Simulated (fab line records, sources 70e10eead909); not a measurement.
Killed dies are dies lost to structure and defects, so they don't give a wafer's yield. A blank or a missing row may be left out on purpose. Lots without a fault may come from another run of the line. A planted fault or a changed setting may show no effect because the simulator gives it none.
Which tool did it? | flow nand_harc | 11 lots, 33 wafers sampled, at 4 steps of a route of 1159

WHAT THE GAUGES READ, wafer by wafer
NHARC_P_ZERO_WELL_CD_MEAS_24: target cd 720 nm.
lot  | measured    | on        | cd_nm (nm)
L379 | day 1 14:21 | cd_sem-02 | 717.9 719.5 718.1
L381 | day 2 02:31 | cd_sem-01 | 720.0 720.4 719.6
L384 | day 2 20:36 | cd_sem-02 | 696.8 699.0 696.2
L391 | day 4 14:30 | cd_sem-03 | 720.4 718.5 718.6
L392 | day 4 20:40 | cd_sem-01 | 717.0 720.5 717.2
L393 | day 5 02:47 | cd_sem-03 | 718.9 720.4 720.4
L395 | day 5 14:31 | cd_sem-03 | 715.8 717.5 716.2
L397 | day 6 02:28 | cd_sem-03 | 720.3 718.7 718.3
L399 | day 6 14:27 | cd_sem-02 | 714.9 719.9 715.3
L400 | day 6 20:35 | cd_sem-01 | 719.2 721.4 719.3
L402 | day 7 08:36 | cd_sem-03 | 720.7 720.0 722.1

WHICH TOOL RAN EACH LOT (tool, then ch and the chambers of the sampled wafers, then the start)
lot  | NHARC_P_ZERO_WELL_DESCUM_13       | NHARC_P_ZERO_WELL_ETCH_65         | NHARC_P_ZERO_WELL_EXPOSE_21
L379 | rie_diel-01 ch 0,3, day 1 13:17   | rie_diel-01 ch 1,2,3, day 1 13:23 | krf_scanner-01 ch 0, day 1 14:11
L381 | rie_diel-04 ch 0,1,2, day 2 01:18 | rie_diel-04 ch 0,1,3, day 2 01:26 | krf_scanner-01 ch 0, day 2 02:22
L384 | rie_diel-10 ch 0,1,2, day 2 19:23 | rie_diel-10 ch 0,2,3, day 2 19:31 | krf_scanner-02 ch 0, day 2 20:26
L391 | rie_diel-01 ch 0,2, day 4 13:16   | rie_diel-01 ch 0,1, day 4 13:21   | krf_scanner-02 ch 0, day 4 14:20
L392 | rie_diel-04 ch 0,3, day 4 19:25   | rie_diel-04 ch 0,2,3, day 4 19:31 | krf_scanner-01 ch 0, day 4 20:31
L393 | rie_diel-01 ch 0,2,3, day 5 01:32 | rie_diel-01 ch 0,2, day 5 01:38   | krf_scanner-02 ch 0, day 5 02:37
L395 | rie_diel-01 ch 0,2, day 5 13:16   | rie_diel-01 ch 0,1,2, day 5 13:21 | krf_scanner-02 ch 0, day 5 14:21
L397 | rie_diel-04 ch 2,3, day 6 01:24   | rie_diel-04 ch 0,2, day 6 01:29   | krf_scanner-03 ch 0, day 6 02:18
L399 | rie_diel-01 ch 1,2,3, day 6 13:16 | rie_diel-01 ch 1,3, day 6 13:22   | krf_scanner-03 ch 0, day 6 14:18
L400 | rie_diel-04 ch 0,1,3, day 6 19:25 | rie_diel-04 ch 0,1,3, day 6 19:29 | krf_scanner-01 ch 0, day 6 20:26
L402 | rie_diel-10 ch 0,1,2, day 7 07:25 | rie_diel-10 ch 1,3, day 7 07:29   | krf_scanner-01 ch 0, day 7 08:27
- NHARC_P_ZERO_WELL_DESCUM_13: chemistry O2, time 3 s.
- NHARC_P_ZERO_WELL_ETCH_65: etches the open film in N2/H2, target depth 80 nm, overetch 24 nm, time 87.88 s.
- NHARC_P_ZERO_WELL_EXPOSE_21: exposes mask P NWELL, target cd 720 nm.

THE ANSWER, worked out from the rows above alone
Rule: what is usual is taken from the lots themselves. Put in order of their means at a reading, lots are off if they are a third of the lots or fewer, leave a main group of 4 or more, and stand apart from it by a gap of 3 or more times the standard deviation of the main group's means; of several such gaps the widest counts. A main group whose means are all the same, to the digits that the tables above print for the reading, isn't used. A lot without any number at a reading at which 4 lots or more have one is off too. The other lots that the step has rows for count as sound.
Off: L384, at NHARC_P_ZERO_WELL_CD_MEAS_24 (cd_nm). The main group: mean 718.9 nm, standard deviation 1.4.
A tool fits if, at a process step before that reading, it ran every lot that is off, and no sound lot after the first of them. The gauges at NHARC_P_ZERO_WELL_CD_MEAS_24 are tried like those tools. None of those tried fits.

WHAT THE SIMULATOR HAD PUT IN
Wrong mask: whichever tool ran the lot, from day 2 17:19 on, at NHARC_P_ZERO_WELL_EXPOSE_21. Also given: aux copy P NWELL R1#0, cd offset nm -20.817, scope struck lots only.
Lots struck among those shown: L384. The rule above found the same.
